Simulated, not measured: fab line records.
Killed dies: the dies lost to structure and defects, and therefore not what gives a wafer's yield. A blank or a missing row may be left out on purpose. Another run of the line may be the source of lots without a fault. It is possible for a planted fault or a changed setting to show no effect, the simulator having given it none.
Chamber matching -- flow n5 finfet -- N5_BEOL_M5_ETCH_67 on rie diel-02 has 4 sister chambers
The step etches SiARC in CF4, target depth 15.6 nm, time 26 s. 18 wafers are shown with their chamber, then 9 later ones without.

## WAFERS, EACH WITH ITS CHAMBER
wafer,chamber,showerhead plenum p Torr (Torr),throttle valve pct (%),oes product au (a.u.)
L077.2,1,2.07,15.88,0.65
L077.5,0,2.11,15.81,0.62
L077.6,3,2.12,15.53,0.60
L078.1,3,2.12,15.53,0.61
L078.2,1,2.07,15.91,0.65
L078.4,0,2.11,15.82,0.62
L081.2,3,2.12,15.54,0.60
L081.4,2,2.22,15.77,0.62
L081.5,0,2.11,15.82,0.62
L080.2,1,2.07,15.90,0.65
L080.3,0,2.11,15.82,0.62
L080.4,3,2.12,15.52,0.61
L086.2,3,2.12,15.55,0.60
L086.4,2,2.21,15.79,0.62
L086.6,1,2.06,15.92,0.65
L087.1,0,2.11,15.85,0.61
L087.3,2,2.21,15.80,0.61
L087.5,0,2.11,15.87,0.61

SIGNATURES, as means of the wafers listed above
reading,chamber 0,chamber 1,chamber 2,chamber 3,scatter within a chamber
showerhead plenum p Torr,2.1100,2.0675,2.2133,2.1200,0.00318
throttle valve pct,15.8317,15.9025,15.7867,15.5340,0.018
oes product au,0.6167,0.6500,0.6167,0.6040,0.00478
Rule: distance of a wafer from a chamber = root of the sum over the readings of ((wafer's reading minus chamber's mean) / reading's scatter) squared. The wafer belongs to the nearest chamber; if the next one is less than 2 further off, it can't be placed. The scatter: the root of (the sum of the squares of (reading less its chamber's mean) over the shown wafers, divided by (wafers less chambers)).

## WAFERS WITHOUT THEIR CHAMBER
wafer,showerhead plenum p Torr (Torr),throttle valve pct (%),oes product au (a.u.)
L091.3,2.10,15.86,0.60
L091.4,2.10,15.87,0.60
L091.6,2.06,15.93,0.64
L093.4,2.06,15.95,0.64
L093.5,2.10,15.86,0.60
L093.6,2.21,15.79,0.60
L097.1,2.10,15.88,0.60
L097.3,2.06,15.98,0.64
L097.5,2.20,15.83,0.60

## WHICH CHAMBER EACH WENT THROUGH
wafer,from the rows above,in truth
L091.3,0,0
L091.4,0,0
L091.6,1,1
L093.4,1,1
L093.5,0,0
L093.6,2,2
L097.1,0,0
L097.3,1,1
L097.5,2,2
Correct placement for 9 of the 9. Can't be placed from these rows: 0. Wrongly placed: 0.
